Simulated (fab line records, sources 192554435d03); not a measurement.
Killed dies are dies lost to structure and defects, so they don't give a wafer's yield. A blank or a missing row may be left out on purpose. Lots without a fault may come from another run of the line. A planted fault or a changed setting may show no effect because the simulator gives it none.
fab line records | flow n5_finfet | part 2 of 2: steps 26 to 36 of 36
record lots=5 wafers=15 last_day=18
route steps=1938 shown WELL_APT@22 PMOS_HMC_CHANNEL_EPI@57
lots that met no fault: from a run of the same line without faults
start_h: hours from the record's first day to the start of the lot's first wafer shown | wait_h: hours since the lot's step before | " the same as in the row above | L1.1+2: a row that stands for several wafers | - no value, or no start given | * or withheld: withheld | < > ~ a bound
route shown NAME@n: a module of which the file shows steps, and the number in the route of the first | usual: mean/standard deviation of fault-free wafers | same: alike in all rows | chamber/n: place in a boat | sites: the reading at each site | _std_site: their standard deviation | _edge_site: outer sites' mean less inner sites' | radius_mm: how far each site lies from the wafer's centre | mask NAME#n: copy n | behind: the tool/chamber that last shaped the wafer | hold: why the lot was held/for how many hours/how that ended | device: the transistor (n, p or np) that didn't switch | end of line: the same wafers' tests at the end of the route | a step without rows: its recipe alone | killed: dies lost to structure and defects at the first sort, not the wafer's yield | map: a wafer's dies, x killed, . not, _ none there
set.NAME: the setting as run; set.NAME@STEP: as run at that earlier step | model.NAME: the simulator's own value behind a step, which no gauge read
lots at some steps of the route; a table a step, a row a wafer
services: from which hour (start_h, from the record's first day; less than 0 if before it) a tool's chamber was out of use, for how many hours, and why
## steps
# step N5_WELL_APT_IMPLANT_31
# recipe species=B energy_kev=60 dose_cm2=1.5e+13 tilt_deg=0 rotation_deg=0
# columns lot.wafer tool chamber start_h wait_h
L074.4+5+6 implanter-01 0 15.12 0.2
L076.2+5+6 implanter-01 0 27.03 0.1
L077.2+3+4 implanter-02 0 33.25 0.1
L080.2+4+6 implanter-02 0 51.83 0.1
L093.1+2+5 implanter-01 0 128.96 0.1
# step N5_WELL_APT_IMPLANT_32
# recipe species=BF2 energy_kev=50 dose_cm2=2e+13 tilt_deg=0 rotation_deg=0
# columns lot.wafer tool chamber start_h wait_h
L074.4+5+6 implanter-01 0 15.30 0.1
L076.2+5+6 implanter-01 0 27.21 0.1
L077.2+3+4 implanter-02 0 33.43 0.1
L080.2+4+6 implanter-02 0 52.01 0.1
L093.1+2+5 implanter-01 0 129.14 0.1
# step N5_WELL_APT_STRIP_33
# recipe chemistry=SPM time_s=900 temp_c=130 h2so4_h2o2_vol_ratio=4 dry=ipa_marangoni
# columns lot.wafer tool chamber start_h wait_h
L074.4+5+6 wet_bench-02 4,5,6 15.42 0.1
L076.2+5+6 wet_bench-04 2,0,3 27.38 0.1
L077.2+3+4 wet_bench-05 1,2,0 33.60 0.1
L080.2+4+6 wet_bench-04 2,7,6 52.19 0.1
L093.1+2+5 wet_bench-04 4,7,3 129.34 0.2
# step N5_WELL_APT_RTA_34
# recipe temp_c=1000 time_s=10 ambient=N2 idle_temp_c=600 ramp_up_c_per_s=150 ramp_down_c_per_s=60 cool_to_c=600
# usual lamp_power_pct=13.00/0.05 wafer_temp_C_max=1003.5/1.1
# columns lot.wafer tool chamber start_h wait_h lamp_power_pct wafer_temp_C_max
L074.4 rtp_anneal-01 0 15.76 0.1 12.99 1004.6
L074.5 " 0 " " 12.88 1005.4
L074.6 " 0 " " 12.97 1003.2
L076.2 rtp_anneal-02 0 27.69 0.1 13.08 1003.5
L076.5 " 0 " " 12.99 1003.6
L076.6 " 0 " " 12.96 1003.1
L077.2 rtp_anneal-01 0 33.90 0.0 12.99 1003.6
L077.3 " 0 " " 12.90 1004.6
L077.4 " 0 " " 13.02 1003.5
L080.2 rtp_anneal-02 0 52.57 0.1 13.00 1003.4
L080.4 " 0 " " 12.94 1002.9
L080.6 " 0 " " 13.05 1004.7
L093.1 rtp_anneal-01 0 129.64 0.0 12.96 1003.9
L093.2 " 0 " " 13.00 1003.6
L093.5 " 0 " " 13.00 1003.8
# step N5_WELL_APT_OXIDE_STRIP_42
# recipe chemistry=dHF dilution=25:1 time_s=45 temp_c=25 target=SiO2 target_depth_a=120
# columns lot.wafer tool chamber start_h wait_h
L074.4+5+6 wet_bench-02 1,4,5 15.86 0.1
L076.2+5+6 wet_bench-04 4,3,5 27.81 0.1
L077.2+3+4 wet_bench-04 2,3,4 34.02 0.1
L080.2+4+6 wet_bench-04 4,2,7 52.69 0.1
L093.1+2+5 wet_bench-02 5,2,7 129.79 0.1
# step N5_WELL_APT_PRECLEAN_36
# recipe chemistry=O3/DIW time_s=45 temp_c=22 o3_ppm=10
# columns lot.wafer tool chamber start_h wait_h
L074.4+5+6 wet_bench-02 1,4,5 15.87 0.0
L076.2+5+6 wet_bench-04 4,3,5 27.83 0.0
L077.2+3+4 wet_bench-04 2,3,4 34.04 0.0
L080.2+4+6 wet_bench-04 4,2,7 52.71 0.0
L093.1+2+5 wet_bench-02 5,2,7 129.80 0.0
# step N5_WELL_APT_PRECLEAN_39
# recipe chemistry=dHF time_s=60 dilution=150:1 temp_c=25
# columns lot.wafer tool chamber start_h wait_h
L074.4+5+6 wet_bench-02 1,4,5 15.88 0.0
L076.2+5+6 wet_bench-04 4,3,5 27.84 0.0
L077.2+3+4 wet_bench-04 2,3,4 34.05 0.0
L080.2+4+6 wet_bench-04 4,2,7 52.72 0.0
L093.1+2+5 wet_bench-02 5,2,7 129.82 0.0
# step N5_WELL_APT_SRD_37
# recipe dry=ipa_marangoni do_ppb=5 time_s=30 temp_c=23 rinse_liquid=diw
# usual do_ppb=5.00/0.051
# columns lot.wafer tool chamber start_h wait_h do_ppb
L074.4 wet_bench-02 1 15.90 0.0 5.02
L074.5 " 4 " " 4.93
L074.6 " 5 " " 4.98
L076.2 wet_bench-04 4 27.86 0.0 4.99
L076.5 " 3 " " 5.02
L076.6 " 5 " " 5.00
L077.2 wet_bench-04 2 34.07 0.0 5.03
L077.3 " 3 " " 5.07
L077.4 " 4 " " 4.92
L080.2 wet_bench-04 4 52.74 0.0 5.03
L080.4 " 2 " " 5.03
L080.6 " 7 " " 5.00
L093.1 wet_bench-02 5 129.83 0.0 5.04
L093.2 " 2 " " 5.03
L093.5 " 7 " " 5.10
# step N5_WELL_APT_EPI_41
# recipe material=Si target_thk_a=500 temp_c=650 precursor=SiH4/H2 pressure_torr=20 time_s=297.7
# usual throttle_valve_pct=11.0/0.32
# columns lot.wafer tool chamber start_h wait_h throttle_valve_pct
L074.4 epi_rpcvd-02 0 16.25 0.3 10.3
L074.5 " 0 " " 10.8
L074.6 " 0 " " 10.6
L076.2 epi_rpcvd-04 0 28.00 0.1 11.3
L076.5 " 0 " " 11.2
L076.6 " 0 " " 11.3
L077.2 epi_rpcvd-03 0 34.22 0.1 11.1
L077.3 " 0 " " 11.2
L077.4 " 0 " " 11.0
L080.2 epi_rpcvd-04 0 52.89 0.1 11.5
L080.4 " 0 " " 11.3
L080.6 " 0 " " 11.5
L093.1 epi_rpcvd-02 0 129.88 0.0 10.6
L093.2 " 0 " " 10.5
L093.5 " 0 " " 10.6
# step N5_WELL_APT_INSPECT_38
# recipe inspect_instrument=darkfield mode=post_epi
# usual raw_defect_count=13/4.7
# columns lot.wafer tool chamber start_h wait_h raw_defect_count
L074.4 defect_inspect-01 - 16.59 0.2 11
L074.5 " - " " 7
L074.6 " - " " 7
L076.2 defect_inspect-02 - 28.54 0.4 12
L076.5 " - " " 12
L076.6 " - " " 19
L077.2 defect_inspect-01 - 34.75 0.4 4
L077.3 " - " " 10
L077.4 " - " " 10
L080.2 defect_inspect-01 - 53.43 0.4 18
L080.4 " - " " 9
L080.6 " - " " 15
L093.1 defect_inspect-02 - 130.52 0.5 21
L093.2 " - " " 15
L093.5 " - " " 14
# step N5_PMOS_HMC_CHANNEL_EPI_HM_DEP_34
# recipe material=SiO2 target_thk_a=360 temp_c=400 precursor=TEOS/O2 pressure_torr=6.5 rf_w=900 teos_flow_sccm=161.4 gas=O2 flow_sccm=2650 time_s=6.9
# usual heater_power_w=563/110 showerhead_plenum_p_Torr=8.333/0.026 throttle_valve_pct=18.8/1.2
# columns lot.wafer tool chamber start_h wait_h heater_power_w showerhead_plenum_p_Torr throttle_valve_pct
L074.4 pecvd-04 2 16.64 0.0 477 8.309 17.6
L074.5 " 0 " " 637 8.356 21.1
L074.6 " 1 " " 700 8.355 17.8
L076.2 pecvd-01 1 28.58 0.0 550 8.378 19.2
L076.5 " 1 " " 551 8.375 19.1
L076.6 " 2 " " 811 8.336 17.6
L077.2 pecvd-01 1 34.79 0.0 557 8.381 18.8
L077.3 " 0 " " 475 8.345 17.7
L077.4 " 1 " " 549 8.378 19.0
L080.2 pecvd-01 2 53.46 0.0 804 8.323 17.8
L080.4 " 0 " " 558 8.363 18.1
L080.6 " 2 " " 768 8.331 17.9
L093.1 pecvd-02 0 130.55 0.0 515 8.300 21.0
L093.2 " 1 " " 470 8.291 19.4
L093.5 " 1 " " 463 8.311 19.5
## services
# columns tool chamber start_h hours kind
rie_diel-04 2 -9.59 4.5 repair
krf_scanner-02 - -0.17 4.4 pm
krf_scanner-01 - 7.45 0.8 pm
rie_diel-04 0 14.69 8.9 repair
wet_bench-04 - 19.23 2.3 repair
epi_rpcvd-02 - 27.29 3.8 repair
krf_scanner-02 - 30.05 0.8 pm
krf_scanner-02 - 33.76 3.2 repair
epi_rpcvd-02 - 34.65 1.4 repair
implanter-01 - 34.71 3.6 pm
krf_scanner-01 - 37.16 0.7 repair
rie_diel-04 - 37.53 0.2 repair
implanter-02 - 40.03 8.2 repair
krf_scanner-02 - 42.73 3.7 repair
rtp_anneal-02 - 43.36 4.2 pm
krf_scanner-01 - 43.72 0.2 repair
rie_diel-03 3 64.49 20.8 repair
implanter-02 - 78.15 2.6 pm
krf_scanner-02 - 83.14 0.2 repair
rie_diel-03 2 88.25 5.0 repair
krf_scanner-01 - 89.85 3.6 pm
krf_scanner-02 - 118.25 3.6 pm
krf_scanner-02 - 125.59 1.3 pm
krf_scanner-01 - 129.91 1.0 pm
